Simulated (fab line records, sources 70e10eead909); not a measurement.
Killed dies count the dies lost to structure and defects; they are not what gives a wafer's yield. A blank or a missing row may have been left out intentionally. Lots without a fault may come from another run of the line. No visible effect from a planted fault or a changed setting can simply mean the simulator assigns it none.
Struck lot and sound lot, side by side	flow nandHarc	14 out of 1159 route steps
Sound: wafers L443.2, L443.4, L443.5. Struck: wafers L437.1, L437.4, L437.5. At the end, the cause is stated.
Order at every step that has rows: each side's tool, ch and its chambers, its first start. Under that, the readings that differ: sound wafers	struck wafers	difference of the means	sigmas: that difference in standard deviations of wafers without a fault.
alike: same words and numbers on both sides, and readings whose means sit less than 2 such deviations apart. not compared: any withheld reading, any reading some wafer has no value for, any bound like >300 that may hide the same value, and any number with overlapping values for which the record gives no deviation.
Wherever a step has rows on one side only, a row that says differs or no value, or a row with sigmas, the two part there. When numbers do not overlap yet have no deviation, they are printed without sigmas and do not part them. A reading that every wafer of one side lacks parts them only if that side has two wafers or more.

NHARC_THIN_TSV_DEP_43: deposits SiO2, target thk 1328.5 nm.
  sound on pecvd-02 ch 0,1, day 23 19:46; struck on pecvd-02 ch 1,2, day 21 15:41
  alike: throttleValvePct
then, 8 steps without rows for these wafers: NHARC_THIN_TSV_DEHYDRATE_04 (time 120 s); NHARC_THIN_TSV_HMDS_05 (time 30 s); NHARC_THIN_TSV_COAT_06; NHARC_THIN_TSV_SOFTBAKE_07 (time 95 s); NHARC_THIN_TSV_EBR_08; NHARC_THIN_TSV_EXPOSE_09 (exposes mask TSV); NHARC_THIN_TSV_PEB_10 (peb time 85 s); NHARC_THIN_TSV_DEVELOP_11 (time 70 s).
NHARC_THIN_TSV_CD_MEAS_12: target cd 1000 nm.
  sound on cdSem-02 ch 0, day 23 20:36; struck on cdSem-02 ch 0, day 21 16:30
  alike: cdNm
then, 1 step without rows for these wafers: NHARC_THIN_TSV_HARDBAKE_13 (time 80 s).
NHARC_THIN_TSV_DESCUM_14: chemistry O2, time 3 s.
  sound on rieDiel-02 ch 0,1, day 23 20:46; struck on rieDiel-10 ch 0,1,2, day 21 16:40
  alike: drypumpMotorCurrentA, mfcArSccm, oesProductAu, rfVppV, showerheadPlenumPTorr, throttleValvePct
  not compared: rfHoursCounterH
NHARC_THIN_TSV_ETCH_44: etches the open film in CF4/O2, target depth 1594.2 nm, time 797.1 s.
  sound on rieDiel-02 ch 1,3, day 23 20:50; struck on rieDiel-10 ch 0,2, day 21 16:49
  no value came back on the struck wafers for any of 8 readings (biasW (W), cf4FlowSccm (sccm) and others); on the sound wafers biasW (W) reads 800.9 799.5 796.5
  not compared: rfHoursCounterH
NHARC_THIN_TSV_ETCH_15: target depth 3000 nm, bosch target overetch cycles 2, bosch etch step 2.8 s.
  sound on rieSi-04 ch 2,3, day 23 21:25; struck on rieSi-04 ch 1,2,3, day 21 17:20
  alike: drypumpMotorCurrentA
  not compared: rfHoursCounterH

## WHERE THEY PART
NHARC_THIN_TSV_ETCH_44 only, going by this record. Later steps at which nothing parts them and some readings are alike: NHARC_THIN_TSV_ETCH_15.

WHY: what had been put in by the simulator
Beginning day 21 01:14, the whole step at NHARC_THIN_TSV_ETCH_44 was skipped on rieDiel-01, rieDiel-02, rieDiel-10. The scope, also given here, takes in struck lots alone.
